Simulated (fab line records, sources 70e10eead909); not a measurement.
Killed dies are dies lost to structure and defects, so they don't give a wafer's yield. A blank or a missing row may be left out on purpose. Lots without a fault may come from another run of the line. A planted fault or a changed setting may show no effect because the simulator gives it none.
Problem report in the 8D (eight disciplines) form, filled by code | flow nand_harc | the parts of the form that need people (team, actions taken, sign-off) are left out

1. THE PROBLEM
plate_temp_C at NHARC_P_M0_PEB_07 reads a mean of 95.59 C on 6 wafers of 2 lots; wafers without a fault read 100.01 C with a standard deviation of 0.12. That is -37 standard deviations from the usual mean.
The step: peb time 65 s.
First seen on wafer L614.1, day 11 00:11, on litho_track-06. The record holds 42 wafers of 14 lots with a number at this step. Rule for "out", or "out of limits": more than 4 standard deviations from the usual mean. The other wafers with a number count as sound.

2. WHAT IT IS AND WHAT IT IS NOT
question                    | is                                 | is not
which readings at this step | plate_temp_C, heater_power_total_W | chill_plate_temp_C
which lots                  | L614, L616                         | L603, L604, L605, L606, L609, L619, L621, L622, L623, L624, L625, L626
which wafers of those lots  | all that have a number             | -
read on which tools         | litho_track-06                     | litho_track-01, litho_track-04
when                        | from day 11 00:11                  | up to then (15 sound wafers); but 21 sound wafers of L619, L621, L622, L623, L624, L625, L626 came after

3. SUSPECTS, AND WHAT RULES EACH OUT
Counting: a tool at a process step up to the reading stays a suspect if it ran every lot that is out and no sound lot after the first of them.
- cvd_w-02 at NHARC_P_CONTACT_CVD_23 (deposits W, target thk 200 nm, time 557 s): ruled out as a lasting fault. Sound lots L621, L623, L624 ran on it after its first lot that is out, L614 (day 11 00:11). NHARC_P_CONTACT_CVD_23 gives no start for some lots, so the hours and the order of its lots are those of NHARC_P_M0_PEB_07.
- litho_track-06 at NHARC_P_M0_PEB_07 (peb time 65 s): ruled out as a lasting fault. Sound lots L626 ran on it after its first lot that is out, L614 (day 11 00:11).
Left after counting: nothing in the record.

4. THE CAUSE (what the simulator had put in)
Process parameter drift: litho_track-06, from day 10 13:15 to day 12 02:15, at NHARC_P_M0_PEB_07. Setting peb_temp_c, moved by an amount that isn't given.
Counting ruled it out, wrongly.

5. THE CHAIN OF EFFECTS, in route order
Each row: a reading whose mean over the struck wafers that have a number lies more than 3 standard deviations from the usual. Only readings for which the record gives a usual standard deviation are gone through. hours: the time from each lot's start at the first step in this table that gives one to its start at this step, as a median over the lots. sigmas: the change in usual standard deviations.
hours | step              | reading              | usual    | on struck wafers | change | sigmas
0     | NHARC_P_M0_PEB_07 | heater_power_total_W | 156.6 W  | 147.2            | -9.4   | -22
0     | NHARC_P_M0_PEB_07 | plate_temp_C         | 100.01 C | 95.59            | -4.42  | -37
The process steps in it:
- NHARC_P_M0_PEB_07: peb time 65 s.

6. WHAT WOULD HAVE CAUGHT IT SOONER
In this record the first reading out of limits was taken at day 11 00:11, 11 hours after the fault began at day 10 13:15.
